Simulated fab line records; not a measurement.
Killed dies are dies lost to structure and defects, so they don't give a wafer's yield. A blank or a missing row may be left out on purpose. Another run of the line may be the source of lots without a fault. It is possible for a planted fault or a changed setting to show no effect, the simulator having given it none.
Chamber matching || flow n5_finfet || pecvd-04 running N5_ZERO_LAYER_PECVD_02: 3 sister chambers
The step deposits SiO2 from SiH4/N2O, target thk 10 nm, time 6 s. 22 wafers are shown with their chamber, then 11 later ones without.

EACH WAFER AND ITS CHAMBER
{"wafer": "L074.4", "chamber": 1, "showerhead_plenum_p_Torr (Torr)": 7.99, "heater_power_w (W)": 939}
{"wafer": "L074.5", "chamber": 0, "showerhead_plenum_p_Torr (Torr)": 8.21, "heater_power_w (W)": 740}
{"wafer": "L074.6", "chamber": 2, "showerhead_plenum_p_Torr (Torr)": 8.13, "heater_power_w (W)": 746}
{"wafer": "L076.1", "chamber": 0, "showerhead_plenum_p_Torr (Torr)": 8.17, "heater_power_w (W)": 788}
{"wafer": "L076.3", "chamber": 2, "showerhead_plenum_p_Torr (Torr)": 8.14, "heater_power_w (W)": 673}
{"wafer": "L076.4", "chamber": 2, "showerhead_plenum_p_Torr (Torr)": 8.13, "heater_power_w (W)": 663}
{"wafer": "L077.2", "chamber": 0, "showerhead_plenum_p_Torr (Torr)": 8.16, "heater_power_w (W)": 781}
{"wafer": "L077.4", "chamber": 2, "showerhead_plenum_p_Torr (Torr)": 8.12, "heater_power_w (W)": 668}
{"wafer": "L077.5", "chamber": 0, "showerhead_plenum_p_Torr (Torr)": 8.21, "heater_power_w (W)": 783}
{"wafer": "L079.2", "chamber": 0, "showerhead_plenum_p_Torr (Torr)": 8.18, "heater_power_w (W)": 739}
{"wafer": "L079.3", "chamber": 2, "showerhead_plenum_p_Torr (Torr)": 8.13, "heater_power_w (W)": 729}
{"wafer": "L079.5", "chamber": 1, "showerhead_plenum_p_Torr (Torr)": 8.01, "heater_power_w (W)": 942}
{"wafer": "L081.2", "chamber": 1, "showerhead_plenum_p_Torr (Torr)": 8.02, "heater_power_w (W)": 972}
{"wafer": "L081.3", "chamber": 0, "showerhead_plenum_p_Torr (Torr)": 8.18, "heater_power_w (W)": 777}
{"wafer": "L081.5", "chamber": 1, "showerhead_plenum_p_Torr (Torr)": 8.00, "heater_power_w (W)": 966}
{"wafer": "L083.1", "chamber": 1, "showerhead_plenum_p_Torr (Torr)": 8.01, "heater_power_w (W)": 968}
{"wafer": "L083.2", "chamber": 0, "showerhead_plenum_p_Torr (Torr)": 8.19, "heater_power_w (W)": 729}
{"wafer": "L083.5", "chamber": 1, "showerhead_plenum_p_Torr (Torr)": 8.01, "heater_power_w (W)": 986}
{"wafer": "L085.2", "chamber": 0, "showerhead_plenum_p_Torr (Torr)": 8.19, "heater_power_w (W)": 797}
{"wafer": "L085.5", "chamber": 1, "showerhead_plenum_p_Torr (Torr)": 8.00, "heater_power_w (W)": 856}
{"wafer": "L085.6", "chamber": 0, "showerhead_plenum_p_Torr (Torr)": 8.20, "heater_power_w (W)": 808}
{"wafer": "L087.3", "chamber": 2, "showerhead_plenum_p_Torr (Torr)": 8.10, "heater_power_w (W)": 709}

SIGNATURES, as means of the wafers listed above
{"reading": "showerhead_plenum_p_Torr", "chamber 0": 8.1878, "chamber 1": 8.0057, "chamber 2": 8.1250, "scatter within a chamber": 0.0143}
{"reading": "heater_power_w", "chamber 0": 771.33, "chamber 1": 947.00, "chamber 2": 698.00, "scatter within a chamber": 35.4}
Rule: for a wafer and a chamber, the distance is found by dividing, reading by reading, the gap between the wafer's reading and the chamber's mean by the reading's scatter, squaring, summing and taking the root. The wafer belongs to the nearest chamber; if the next one is less than 2 further off, it can't be placed. The scatter is the square root of a quotient: the sum, over the shown wafers, of each reading's squared deviation from its chamber's mean, divided by wafers minus chambers.

WAFERS WITH NO CHAMBER GIVEN
{"wafer": "L087.4", "showerhead_plenum_p_Torr (Torr)": 8.11, "heater_power_w (W)": 719}
{"wafer": "L087.6", "showerhead_plenum_p_Torr (Torr)": 8.20, "heater_power_w (W)": 740}
{"wafer": "L089.4", "showerhead_plenum_p_Torr (Torr)": 7.99, "heater_power_w (W)": 991}
{"wafer": "L089.5", "showerhead_plenum_p_Torr (Torr)": 8.20, "heater_power_w (W)": 721}
{"wafer": "L089.6", "showerhead_plenum_p_Torr (Torr)": 8.11, "heater_power_w (W)": 743}
{"wafer": "L091.1", "showerhead_plenum_p_Torr (Torr)": 8.12, "heater_power_w (W)": 747}
{"wafer": "L091.4", "showerhead_plenum_p_Torr (Torr)": 8.20, "heater_power_w (W)": 790}
{"wafer": "L091.5", "showerhead_plenum_p_Torr (Torr)": 8.01, "heater_power_w (W)": 863}
{"wafer": "L092.1", "showerhead_plenum_p_Torr (Torr)": 8.01, "heater_power_w (W)": 1002}
{"wafer": "L092.3", "showerhead_plenum_p_Torr (Torr)": 8.13, "heater_power_w (W)": 653}
{"wafer": "L092.6", "showerhead_plenum_p_Torr (Torr)": 8.12, "heater_power_w (W)": 657}

CHAMBER TAKEN BY EACH
{"wafer": "L087.4", "from the rows above": 2, "in truth": 2}
{"wafer": "L087.6", "from the rows above": 0, "in truth": 0}
{"wafer": "L089.4", "from the rows above": 1, "in truth": 1}
{"wafer": "L089.5", "from the rows above": 0, "in truth": 0}
{"wafer": "L089.6", "from the rows above": 2, "in truth": 2}
{"wafer": "L091.1", "from the rows above": 2, "in truth": 2}
{"wafer": "L091.4", "from the rows above": 0, "in truth": 0}
{"wafer": "L091.5", "from the rows above": 1, "in truth": 1}
{"wafer": "L092.1", "from the rows above": 1, "in truth": 1}
{"wafer": "L092.3", "from the rows above": 2, "in truth": 2}
{"wafer": "L092.6", "from the rows above": 2, "in truth": 2}
Placed correctly: 11 of 11. Not placeable from these rows: 0. Placed wrongly: 0.
